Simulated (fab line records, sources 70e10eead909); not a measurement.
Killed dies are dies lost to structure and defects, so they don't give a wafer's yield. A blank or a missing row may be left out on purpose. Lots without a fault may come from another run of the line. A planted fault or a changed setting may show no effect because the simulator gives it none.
fab line records | flow nand_harc
record lots=12 wafers=36 last_day=32
route steps=1302 shown A_CHANNEL_FILL_D1@499 A_DECK1_JOINT@518 A_ONON_D2@547 END@1302
lots that met no fault: from a run of the same line without faults
start_h: hours from the record's first day to the start of the lot's first wafer shown | wait_h: hours since the lot's step before | " the same as in the row above | L1.1+2: a row that stands for several wafers | - no value, or no start given | * or withheld: withheld | < > ~ a bound
route shown NAME@n: a module of which the file shows steps, and the number in the route of the first | usual: mean/standard deviation of fault-free wafers | same: alike in all rows | chamber/n: place in a boat | sites: the reading at each site | _std_site: their standard deviation | _edge_site: outer sites' mean less inner sites' | radius_mm: how far each site lies from the wafer's centre | mask NAME#n: copy n | behind: the tool/chamber that last shaped the wafer | hold: why the lot was held/for how many hours/how that ended | device: the transistor (n, p or np) that didn't switch | end of line: the same wafers' tests at the end of the route | a step without rows: its recipe alone | killed: dies lost to structure and defects at the first sort, not the wafer's yield | map: a wafer's dies, x killed, . not, _ none there
set.NAME: the setting as run; set.NAME@STEP: as run at that earlier step | model.NAME: the simulator's own value behind a step, which no gauge read
steps of the route over a sample of lots; a table a step, a row a wafer
services: from which hour (start_h, from the record's first day; less than 0 if before it) a tool's chamber was out of use, for how many hours, and why
## steps
# step NHARC_A_CHANNEL_FILL_D1_ETCHBACK_19
# recipe target_depth_a=50 time_s=1.7 hbr_flow_sccm=150 cl2_flow_sccm=50 rf_w=400 icp_w=400 bias_w=100 chemistry=HBr/Cl2
# usual drypump_motor_current_A=5.7/0.47 he_backside_leak_sccm=2.76/0.19 oes_product_au=1.002/0.011 throttle_valve_pct=26.406/0.0092
# columns lot.wafer tool chamber start_h wait_h drypump_motor_current_A he_backside_leak_sccm oes_product_au rf_hours_counter_h throttle_valve_pct
L141.3 rie_si-04 2 206.81 0.4 5.7 2.70 1.012 0.18 26.410
L141.4 " 1 " " 5.3 2.76 1.008 0.17 26.407
L141.6 " 2 " " 5.7 2.72 1.010 - 26.395
L142.1 rie_si-03 2 217.17 0.4 5.6 2.88 1.009 0.80 26.417
L142.4 " 3 " " 6.4 2.62 0.989 0.93 26.410
L142.2 " 0 " " 4.9 2.36 0.994 0.93 26.409
L143.4 rie_si-05 2 234.10 0.4 6.0 2.77 0.992 0.48 26.398
L143.2 " 3 " " 5.8 2.75 1.015 0.59 26.408
L143.5 " 1 " " 6.6 2.94 1.008 - 26.392
L144.1 rie_si-05 1 247.48 0.4 6.5 2.84 1.012 0.61 26.403
L144.5 " 1 " " 6.5 2.80 1.008 - 26.387
L144.6 " 2 " " 6.0 2.93 0.987 - 26.422
L145.4 rie_si-04 1 247.49 0.4 5.3 2.65 1.006 0.42 26.398
L145.1 " 2 " " 5.7 2.58 1.012 0.49 26.413
L145.6 " 2 " " 5.7 2.44 1.013 - 26.407
L146.4 rie_si-03 3 268.42 0.4 6.4 2.61 0.998 0.19 26.404
L146.2 " 2 " " 5.6 2.98 1.020 0.32 26.404
L146.6 " 0 " " 4.8 3.64 1.005 - 26.413
L147.3 rie_si-04 1 268.43 0.4 5.3 2.74 1.021 0.46 26.411
L147.5 " 0 " " 5.8 2.61 1.000 - 26.403
L147.6 " 1 " " 5.3 2.69 1.022 - 26.411
L149.2 rie_si-05 3 298.63 0.4 5.8 2.51 0.993 0.96 26.403
L149.4 " 0 " " 5.2 2.67 0.986 1.03 26.393
L149.5 " 3 " " 5.8 2.53 0.996 - 26.402
L156.4 rie_si-03 0 361.10 0.4 4.9 2.35 1.026 0.87 26.394
L156.3 " 1 " " 5.2 2.68 0.998 0.90 26.381
L156.5 " 3 " " 6.4 2.79 1.004 - 26.404
L157.1 rie_si-03 2 381.42 0.4 5.6 2.97 1.006 0.89 26.408
L157.6 " 0 " " 4.9 2.44 1.019 - 26.414
L157.5 " 1 " " 5.1 2.81 0.990 - 26.392
L161.2 rie_si-04 2 415.81 0.4 5.7 2.67 0.994 0.41 26.405
L161.5 " 1 " " 5.3 2.69 1.006 - 26.411
L161.6 " 2 " " 5.7 2.79 0.991 - 26.410
L162.3 rie_si-04 1 425.17 0.4 5.3 2.67 1.005 0.45 26.404
L162.6 " 0 " " 5.8 2.55 0.995 - 26.419
L162.5 " 1 " " 5.4 2.68 1.007 - 26.396
# step NHARC_A_DECK1_JOINT_ETCHBACK_07
# recipe target_depth_a=1050 time_s=26.9 hbr_flow_sccm=150 rf_w=350 icp_w=350 bias_w=60 chemistry=HBr
# usual drypump_motor_current_A=5.7/0.55 he_backside_leak_sccm=2.65/0.2 oes_product_au=1.002/0.0096 throttle_valve_pct=23.268/0.0093
# columns lot.wafer tool chamber start_h wait_h drypump_motor_current_A he_backside_leak_sccm oes_product_au rf_hours_counter_h throttle_valve_pct
L141.4 rie_si-02 0 230.65 0.1 6.0 2.60 0.989 0.9 23.263
L141.3 " 3 " " 6.5 2.36 0.979 0.8 23.270
L141.6 " 0 " " 6.0 2.64 0.996 - 23.263
L142.1 rie_si-02 3 242.16 0.1 6.6 2.45 0.985 0.9 23.277
L142.2 " 0 " " 6.0 2.72 0.998 1.0 23.266
L142.4 " 1 " " 5.8 2.57 1.024 0.8 23.256
L143.4 rie_si-06 1 258.61 0.1 6.3 2.41 1.011 0 23.274
L143.2 " 2 " " 6.1 2.35 1.013 0 23.250
L143.5 " 2 " " 6.2 2.52 1.017 - 23.272
L144.1 rie_si-01 0 272.18 0.1 5.8 2.79 1.012 0.4 23.271
L144.6 " 0 " " 5.8 2.69 1.003 - 23.264
L144.5 " 1 " " 5.4 2.66 0.993 - 23.271
L145.1 rie_si-06 1 272.20 0.1 6.3 2.43 1.010 0.1 23.259
L145.4 " 3 " " 5.2 2.63 0.995 0.1 23.278
L145.6 " 0 " " 5.2 3.01 0.995 - 23.261
L146.2 rie_si-01 2 292.06 0.1 4.6 2.72 1.005 0.6 23.275
L146.4 " 3 " " 5.2 3.09 0.995 0.6 23.286
L146.6 " 2 " " 4.6 2.64 1.005 - 23.254
L147.3 rie_si-06 3 292.06 0.1 5.2 2.61 0.995 0.2 23.264
L147.5 " 3 " " 5.1 2.65 1.004 - 23.260
L147.6 " 0 " " 5.2 2.98 1.002 - 23.270
L149.2 rie_si-02 0 322.72 0.1 6.0 2.67 1.009 0.2 23.262
L149.4 " 2 " " 5.9 2.75 1.006 0.1 23.283
L149.5 " 3 " " 6.5 2.43 0.985 - 23.257
L156.3 rie_si-01 1 384.78 0.1 5.4 2.62 1.001 0.1 23.256
L156.4 " 2 " " 4.7 2.73 0.983 0.0 23.259
L156.5 " 1 " " 5.4 2.73 1.001 - 23.261
L157.1 rie_si-06 3 405.25 0.1 5.1 2.49 0.992 1.0 23.261
L157.5 " 2 " " 6.2 2.48 0.997 - 23.276
L157.6 " 3 " " 5.2 2.64 0.985 - 23.258
L161.2 rie_si-02 3 439.76 0.1 6.6 2.32 0.989 1.1 23.260
L161.5 " 3 " " 6.6 2.30 0.992 - 23.264
L161.6 " 0 " " 6.0 2.62 1.004 - 23.266
L162.3 rie_si-01 0 449.43 0.1 5.8 2.70 1.012 0.6 23.256
L162.5 " 2 " " 4.6 2.74 0.998 - 23.260
L162.6 " 3 " " 5.2 2.86 0.999 - 23.262
# step NHARC_A_DECK1_JOINT_CMP_02
# recipe material=SiOx
# usual motor_current_A=11.9/1.1
# columns lot.wafer tool chamber start_h wait_h motor_current_A
L141.4 cmp-03 0 269.60 0.4 12.5
L141.3 " 1 " " 11.0
L141.6 " 3 " " 11.2
L142.4 cmp-04 2 279.31 0.4 12.2
L142.2 " 3 " " 10.2
L142.1 " 0 " " 11.7
L143.2 cmp-03 1 295.72 0.4 10.6
L143.4 " 2 " " 13.0
L143.5 " 0 " " 12.8
L145.4 cmp-03 1 308.00 0.4 10.7
L145.1 " 3 " " 11.5
L145.6 " 1 " " 11.0
L144.1 cmp-02 3 308.05 0.4 14.3
L144.6 " 1 " " 12.3
L144.5 " 2 " " 12.2
L147.3 cmp-02 2 324.91 0.4 11.6
L147.6 " 2 " " 11.7
L147.5 " 3 " " 13.2
L146.4 cmp-03 0 324.91 0.4 12.5
L146.2 " 3 " " 11.5
L146.6 " 0 " " 12.2
L149.2 cmp-03 3 355.80 0.4 11.5
L149.4 " 0 " " 12.4
L149.5 " 3 " " 12.1
L156.3 cmp-04 1 419.70 0.4 10.9
L156.4 " 0 " " 11.5
L156.5 " 1 " " 10.6
L157.1 cmp-04 1 440.51 0.4 10.7
L157.6 " 0 " " 11.3
L157.5 " 1 " " 10.1
L161.2 cmp-04 0 475.43 0.4 11.5
L161.6 " 3 " " 10.4
L161.5 " 0 " " 12.5
L162.3 cmp-02 3 483.84 0.4 13.3
L162.5 " 2 " " 11.7
L162.6 " 3 " " 12.6
# step NHARC_A_ONON_D2_DEP_03
# recipe target_thk_a=10000 n2_flow_sccm=2750 n2o_flow_sccm=2000 nh3_flow_sccm=500 sih4_flow_sccm=210 temp_c=400
# usual n2_flow_sccm=2751/7.3 nh3_flow_sccm=500.0/1.3
# columns lot.wafer tool chamber start_h wait_h n2_flow_sccm nh3_flow_sccm
L141.3 pecvd_onon-04 0 271.00 0.2 2749 499.5
L141.4 " 0 " " 2749 500.0
L141.6 " 0 " " 2758 500.3
L142.1 pecvd_onon-02 0 280.63 0.1 2747 500.5
L142.2 " 0 " " 2756 501.4
L142.4 " 0 " " 2757 501.6
L143.2 pecvd_onon-04 0 297.08 0.1 2737 499.6
L143.4 " 0 " " 2748 501.5
L143.5 " 0 " " 2740 503.0
L144.1 pecvd_onon-01 0 309.34 0.1 2746 501.4
L144.5 " 0 " " 2736 502.1
L144.6 " 0 " " 2742 501.3
L145.1 pecvd_onon-04 0 309.34 0.1 2756 501.3
L145.4 " 0 " " 2760 499.7
L145.6 " 0 " " 2756 500.6
L146.2 pecvd_onon-04 0 326.30 0.1 2754 498.0
L146.4 " 0 " " 2748 500.5
L146.6 " 0 " " 2751 500.7
L147.3 pecvd_onon-02 0 326.39 0.2 2749 500.9
L147.5 " 0 " " 2751 502.2
L147.6 " 0 " " 2748 500.4
L149.2 pecvd_onon-02 0 357.20 0.1 2738 498.3
L149.4 " 0 " " 2749 500.7
L149.5 " 0 " " 2751 499.2
L156.3 pecvd_onon-02 0 421.32 0.2 2756 499.9
L156.4 " 0 " " 2746 500.6
L156.5 " 0 " " 2753 500.6
L157.1 pecvd_onon-02 0 441.97 0.1 2754 498.9
L157.5 " 0 " " 2753 499.5
L157.6 " 0 " " 2767 499.8
L161.2 pecvd_onon-01 0 476.85 0.1 2743 499.5
L161.5 " 0 " " 2764 499.1
L161.6 " 0 " " 2763 500.0
L162.3 pecvd_onon-01 0 485.27 0.2 2749 499.8
L162.5 " 0 " " 2749 498.2
L162.6 " 0 " " 2737 498.6
# step NHARC_A_ONON_D2_THK_MEAS_05
# recipe thk_meas_gauge=ellipsometry
# usual thk_nm=996/8.7
# columns lot.wafer tool chamber start_h wait_h thk_nm
L141.3 film_metro-02 - 271.40 - 998
L141.4 " - " " 999
L141.6 " - " " 997
L142.1 film_metro-02 - 281.14 - 988
L142.2 " - " " 988
L142.4 " - " " 987
L143.2 film_metro-02 - 297.54 - 982
L143.4 " - " " 982
L143.5 " - " " 982
L144.1 film_metro-02 - 309.85 - 997
L144.5 " - " " 994
L144.6 " - " " 996
L145.1 film_metro-01 - 309.85 - 1000
L145.4 " - " " 1000
L145.6 " - " " 1001
L146.2 film_metro-01 - 326.76 - 1005
L146.4 " - " " 1005
L146.6 " - " " 1004
L147.3 film_metro-02 - 326.78 - 1009
L147.5 " - " " 1006
L147.6 " - " " 1011
L149.2 film_metro-01 - 357.64 - 1015
L149.4 " - " " 1014
L149.5 " - " " 1015
L156.3 film_metro-02 - 421.72 - 1575
L156.4 " - " " 1574
L156.5 " - " " 1575
L157.1 film_metro-01 - 442.48 - 1581
L157.5 " - " " 1580
L157.6 " - " " 1584
L161.2 film_metro-02 - 477.30 - 979
L161.5 " - " " 978
L161.6 " - " " 979
L162.3 film_metro-02 - 485.66 - 992
L162.5 " - " " 992
L162.6 " - " " 992
# step NHARC_END_SORT_01
# recipe temp_c=25
# usual killed_at_array=49/18 killed_at_other=0.7/1.1 killed_at_periphery=4.0/2.6 killed_dies=54/19 killed_open=3.4/1.7 killed_short=2.5/1.7
# same gross_dies=677
# columns lot.wafer tool chamber start_h wait_h killed_at_array killed_at_other killed_at_periphery killed_dies killed_open killed_short
L156.3 prober-02 0 694.04 3.1 676 1 0 677 5 1
L156.4 prober-02 0 694.83 3.4 672 0 5 677 3 2
L156.5 prober-02 0 695.63 3.7 670 0 7 677 4 1
L157.1 prober-02 0 735.06 2.5 673 2 2 677 5 2
L157.5 prober-02 0 738.32 3.8 674 0 3 677 3 1
L157.6 prober-02 0 739.14 4.1 672 0 5 677 4 2
# killed by level:class
L156.3 A_ONON_D2:area_dep=626 A_SLIT:chamber_film_flake=22 A_CONTACT:chamber_film_flake=11 A_STAIRCASE:chamber_film_flake=5 A_CHANNEL_HOLE_D1:chamber_film_flake=4 A_ONON_D1:geometric_particle:open=2 A_CHANNEL_FILL_D2:geometric_particle:short=1 A_STAIRCASE:geometric_particle:open=1
L156.4 A_ONON_D2:area_dep=622 A_SLIT:chamber_film_flake=27 A_CONTACT:chamber_film_flake=8 A_CHANNEL_HOLE_D1:chamber_film_flake=6 A_ZERO_WELL:chamber_film_flake=2 A_DECK1_JOINT:chamber_film_flake=2 P_M0:geometric_particle:open=1 A_ONON_D1:geometric_particle:short=1
L156.5 A_ONON_D2:area_dep=613 A_SLIT:chamber_film_flake=30 A_CONTACT:chamber_film_flake=10 A_STAIRCASE:chamber_film_flake=5 A_ZERO_WELL:chamber_film_flake=4 P_GATE:chamber_film_flake=3 A_DECK1_JOINT:chamber_film_flake=3 P_M2:chamber_film_flake=2
L157.1 A_ONON_D2:area_dep=649 A_CONTACT:chamber_film_flake=8 A_CHANNEL_HOLE_D1:chamber_film_flake=5 A_SLIT:chamber_film_flake=4 A_WL_FILL:geometric_particle:open=2 P_CONTACT:geometric_particle:open=1 A_ONON_D1:geometric_particle:open=1 A_ONON_D2:geometric_particle:open=1
L157.5 A_ONON_D2:area_dep=655 A_CHANNEL_HOLE_D1:chamber_film_flake=7 A_CONTACT:chamber_film_flake=5 A_CHANNEL_FILL_D1:geometric_particle:open=2 A_SLIT:chamber_film_flake=2 P_STI:geometric_particle:open=1 A_WL_FILL:geometric_particle:short=1 P_ZERO_WELL:chamber_film_flake=1
L157.6 A_ONON_D2:area_dep=643 A_CHANNEL_HOLE_D1:chamber_film_flake=14 A_CONTACT:chamber_film_flake=6 A_SLIT:chamber_film_flake=3 P_CONTACT:geometric_particle:open=2 A_CHANNEL_FILL_D1:geometric_particle:short=2 P_STI:geometric_particle:open=1 A_ONON_D1:geometric_particle:open=1
## services
# columns tool chamber start_h hours kind
pecvd_onon-02 - 185.23 13.0 pm
cmp-04 - 192.32 0.8 repair
rie_si-01 - 193.00 9.0 pm
cmp-03 - 206.18 1.6 repair
cmp-04 - 209.00 4.0 pm
cmp-03 - 219.44 1.2 repair
rie_si-03 - 221.00 9.0 pm
cmp-04 - 229.26 2.1 repair
rie_si-06 - 249.00 9.0 pm
cmp-03 - 260.00 4.0 pm
rie_si-02 - 277.00 9.0 pm
cmp-04 - 296.12 1.5 repair
rie_si-02 1 296.28 7.2 repair
rie_si-03 2 301.61 7.5 repair
cmp-04 - 307.00 4.0 pm
pecvd_onon-04 - 313.09 13.0 pm
cmp-04 - 337.87 3.2 repair
rie_si-06 0 341.57 3.3 repair
rie_si-04 - 342.00 9.0 pm
cmp-03 - 358.00 4.0 pm
pecvd_onon-02 - 366.54 13.0 pm
cmp-03 - 415.02 0.7 repair
rie_si-04 3 415.92 6.6 repair
cmp-03 - 456.00 4.0 pm
## key
first_sign step=NHARC_A_ONON_D2_THK_MEAS_05 reading=thk_nm direction=up sigmas=67 usual=996 struck=1578
effect step=NHARC_END_SORT_01 reading=killed_at_array direction=up sigmas=34 usual=49 struck=673
more_kills_born_at NHARC_A_ONON_D2_DEP_03@pecvd_onon-02=3808
met_at NHARC_A_ONON_D2_DEP_03
struck_lots L156,L157
later_rows_left_out L156.3,L156.4,L156.5,L157.1,L157.5,L157.6
tester_left_out L156,L157
not_acting_at NHARC_A_CHANNEL_FILL_D1_ETCHBACK_19,NHARC_A_DECK1_JOINT_ETCHBACK_07,NHARC_A_DECK1_JOINT_CMP_02
onset_between 357.20 421.32
fault kind=process_parameter_drift tool=pecvd_onon-02 chamber=- onset_h=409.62 steps=NHARC_A_ONON_D2_DEP_03 channel=target_thk_a offset=* shape=step end_h=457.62 acts_in=* stated=*
# tester_left_out: of these lots the tester's yield and bins aren't shown, on N5 and GAA mostly nor the transistor test; their killed dies are dies lost to structure and defects alone, not to doping, threshold or leakage, so they don't give the yield
# later_rows_left_out: the simulator's readings of these wafers behind a module that went badly wrong aren't trusted and aren't shown, but for the sort
